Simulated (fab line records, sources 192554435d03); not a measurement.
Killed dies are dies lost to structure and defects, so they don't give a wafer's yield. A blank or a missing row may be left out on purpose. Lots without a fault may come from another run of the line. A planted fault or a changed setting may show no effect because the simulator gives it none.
A struck lot beside a sound one | flow n5_finfet | 25 steps out of a route of 1938
Sound: wafers L375.1, L375.4, L375.5. Struck: wafers L381.1, L381.3, L381.6. The cause comes at the end.
At each step with rows: each side's tool, then ch and its chambers, then its first start. Under that, the readings that differ: sound wafers | struck wafers | difference of the means | sigmas: that difference in standard deviations of wafers without a fault.
alike: readings whose means differ by less than 2 such deviations, and words and numbers that are the same on both sides. not compared: withheld readings, readings that some wafer has no value for, bounds like >300 that may hide the same value, and numbers for which the record gives no deviation and whose values overlap.
The two part at a step that has a row with sigmas, a row that says differs or no value, or rows on one side only. Numbers that don't overlap but have no deviation are shown without sigmas and don't part them. A reading that every wafer of one side lacks parts them only if that side has two wafers or more.

first, 9 steps without rows for these wafers: N5_SD_EPI_N_PEB_07 (peb time 60 s); N5_SD_EPI_N_DEVELOP_08 (develop time 30 s); N5_SD_EPI_N_DESCUM_14 (chemistry O2, time 7.9 s); N5_SD_EPI_N_ETCH_34 (etches SiARC in CF4, target depth 45.5 nm, time 75.8 s); N5_SD_EPI_N_ETCH_35 (etches SOC in N2/H2, overetch 108 nm, time 486 s); N5_SD_EPI_N_STRIP_36 (strips in N2/H2); N5_SD_EPI_N_ETCHBACK_44 (etches SiNx in CH3F/O2, stops on SiO2, target depth 14.5 nm); N5_SD_EPI_N_ETCH_45 (etches SiOCN in CH3F/O2, target depth 6 nm); N5_SD_EPI_N_ETCH_16 (etches SiO2 in CHF3/O2, target depth 5 nm).
N5_SD_EPI_N_STRIP_47: strips in CHF3/O2.
  sound on rie_diel-04 ch 1,2, day 4 06:19; struck on rie_diel-04 ch 2,3, day 5 22:18
  reading                                     | sound | struck         | difference | sigmas
  model.SiARC_of_SD_EPI_N_COAT_33.thk_nm (nm) | 0 0 0 | 11.6 12.2 11.8 | +11.9      |
N5_SD_EPI_N_SD_RECESS_17: chemistry HBr/Cl2/O2, target depth 41 nm, time 23.7 s, bt time 3 s.
  sound on rie_si-06 ch 0,2, day 4 06:20; struck on rie_si-06 ch 0,1,2, day 5 22:20
  reading                                     | sound | struck      | difference | sigmas
  model.SiARC_of_SD_EPI_N_COAT_33.thk_nm (nm) | 0 0 0 | 6.2 6.8 6.4 | +6.5       |
  alike: drypump_motor_current_A, oes_product_au, throttle_valve_pct
  not compared: rf_hours_counter_h
then, 11 steps without rows for these wafers: N5_SD_EPI_N_STRIP_38 (strips in N2/H2); N5_SD_EPI_N_WET_ETCH_43 (etches SiO2 in dHF, time 14 s, target depth 1.5 nm); N5_SD_EPI_N_STRIP_18 (strips in SPM, time 750 s); N5_SD_EPI_N_SRD_20 (time 30 s); N5_SD_EPI_N_PRECLEAN_48 (cleans in NF3:NH3, afs cycles 2, time 20 s, sublimation time 60 s); N5_SD_EPI_N_VAPOR_ETCH_50 (etches Si in HCl, time 54 s); N5_SD_EPI_N_EPI_21 (deposits Si:P, time 690 s); N5_SD_EPI_N_PRECLEAN_24 (cleans in O3/DIW, time 60 s); N5_SD_EPI_N_SRD_25 (time 30 s); N5_SD_EPI_N_PRECLEAN_49 (cleans in NF3:NH3, afs cycles 1, time 20 s, sublimation time 60 s); N5_SD_EPI_N_LINER_46 (material SiNx, target thk 3 nm).
N5_SD_EPI_N_INSPECT_26: inspects for defects (darkfield).
  sound on defect_inspect-02, day 4 10:22; struck on defect_inspect-01, day 6 01:36
  reading          | sound       | struck         | difference | sigmas
  raw_defect_count | 241 286 345 | 6004 6068 6005 | +5735      | +99 or more
N5_BEOL_M4_RC_MEAS_101:
  the record has rows for the sound wafers here (prober-01 ch 0, day 9 09:37) and none for the struck ones
-- the record jumps here: 9 days lie between the struck wafers' starts before and after (it left off in module BEOL_M4 and takes up again in module PASSIVATION, whose first step shown is number 1936 of the route) --
N5_PASSIVATION_PROBE_49:
  sound on prober-01, day 13 14:20; struck on prober-02, day 15 05:36
  reading                  | sound     | struck         | difference | sigmas
  defect_limited_yield (%) | 92.1 91.8 | 12.6 5.1 11.0  | -82.4      | -51
  killed_at_contacts       | 7 3       | 13 15 22       | +12        | +2
  killed_at_front_end      | 39 48     | 944 1025 973   | +937       | +72
  killed_dies              | 93 97     | 1031 1120 1050 | +972       | +51
  killed_on_rim            | 8 11      | 87 119 100     | +92        | +22
  sort_bin_5_function (%)  | 4.9 4.9   | 83.3 90.8 84.7 | +81.4      | +74
  sort_n_pass              | 1087 1083 | 149 60 130     | -972       | -51
  sort_yield_pct (%)       | 92.1 91.8 | 12.6 5.1 11.0  | -82.4      | -51
  alike: killed_at_M0_to_M3, killed_at_M4_up, killed_at_other, killed_open, killed_short, sort_bin_6_memory

WHERE THEY PART
First at N5_SD_EPI_N_INSPECT_26; last, within this record, at N5_PASSIVATION_PROBE_49.

WHY: what the simulator had put in
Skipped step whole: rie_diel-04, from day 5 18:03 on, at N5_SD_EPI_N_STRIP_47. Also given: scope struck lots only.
